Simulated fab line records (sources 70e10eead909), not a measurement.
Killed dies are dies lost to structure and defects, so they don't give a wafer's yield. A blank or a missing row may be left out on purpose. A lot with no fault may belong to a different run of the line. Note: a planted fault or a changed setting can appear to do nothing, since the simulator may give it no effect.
2 desks, one fault | flow nandHarc | each desk holds nothing but its own numbers, with what lay behind them at the end

AT THE METROLOGY DESK
Lot by lot, what the gauges showed, no matter which tool ran the lot: averages of those sampled wafers that carry a number. The brackets show how far a lot's mean lies from the usual mean; more than 4 standard deviations puts the lot out of limits, marked OUT.
Columns: A = thkNm at NHARC_A_SOURCE_PLATE_THK_MEAS_09, usual 9.7 nm; B = thkNm at NHARC_A_ONON_D1_THK_MEAS_02, usual 999 nm; C = thkNm at NHARC_A_ONON_D1_THK_MEAS_24, usual 997 nm
lot  | first seen here | A    | B              | C
L505 | day 7 08:37     | 9.6  | 985            | 1006
L506 | day 7 08:37     | 9.9  | 985            | 1002
L507 | day 7 20:35     | 9.1  | 1006           | 1001
L508 | day 8 09:58     | 8.9  | 1003           | 995
L509 | day 8 20:43     | 9.4  | 993            | 1002
L510 | day 9 04:20     | 9.3  | 991            | 1000
L511 | day 9 20:01     | 10.6 | 1003           | 992
L513 | day 10 13:43    | 9.9  | 992            | 1000
L514 | day 11 13:19    | 9.1  | 1006           | 984
L516 | day 11 23:46    | 9.4  | 996            | 1004
L519 | day 13 05:17    | 10.4 | 1246 (+27) OUT | 986
L521 | day 14 02:34    | 9.4  | 997            | 998
L526 | day 16 00:07    | 10.6 | 985            | 991
This desk's verdict: out of limits on L519, starting with L519 at day 13 19:59 (thkNm at NHARC_A_ONON_D1_THK_MEAS_02). In limits: L505, L506, L507, L508, L509, L510, L511, L513, L514, L516, L521, L526.

THE DEFECT DESK
For each lot, the counts of the inspections along the route, averaged over the sampled wafers that have a number. The brackets show how far a lot's mean lies from the usual mean; more than 4 standard deviations puts the lot out of limits, marked OUT.
Columns: A = rawDefectCount at NHARC_A_SOURCE_PLATE_INSPECT_08, usual 59
lot  | first seen here | A
L505 | day 7 21:17     | 37
L506 | day 7 21:17     | 54
L507 | day 8 11:18     | 32
L508 | day 8 23:02     | 57
L509 | day 9 10:56     | 73
L510 | day 9 18:56     | 53
L511 | day 10 10:49    | 35
L513 | day 11 05:17    | 96
L514 | day 12 03:22    | 107
L516 | day 12 12:24    | 46
L519 | day 13 19:25    | 54
L521 | day 14 16:29    | 71
L526 | day 16 13:23    | 76
This desk found nothing out of limits on any of the 13 lots.

PUT TOGETHER
L519 would have let the metrology desk raise an alarm at day 13 19:59.
No out-of-limits result turned up at the defect desk.
The defect desk has L519 on record, within its limits.
On pecvdOnon-03, each named lot ran NHARC_A_ONON_D1_DEP_00.

WHAT THE SIMULATOR HAD PUT IN
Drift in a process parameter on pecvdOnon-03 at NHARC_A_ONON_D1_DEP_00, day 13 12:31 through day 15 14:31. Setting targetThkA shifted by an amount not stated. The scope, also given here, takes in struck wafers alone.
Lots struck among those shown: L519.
Hours from the fault's start to each desk's first reading out of limits: the metrology desk, 7.
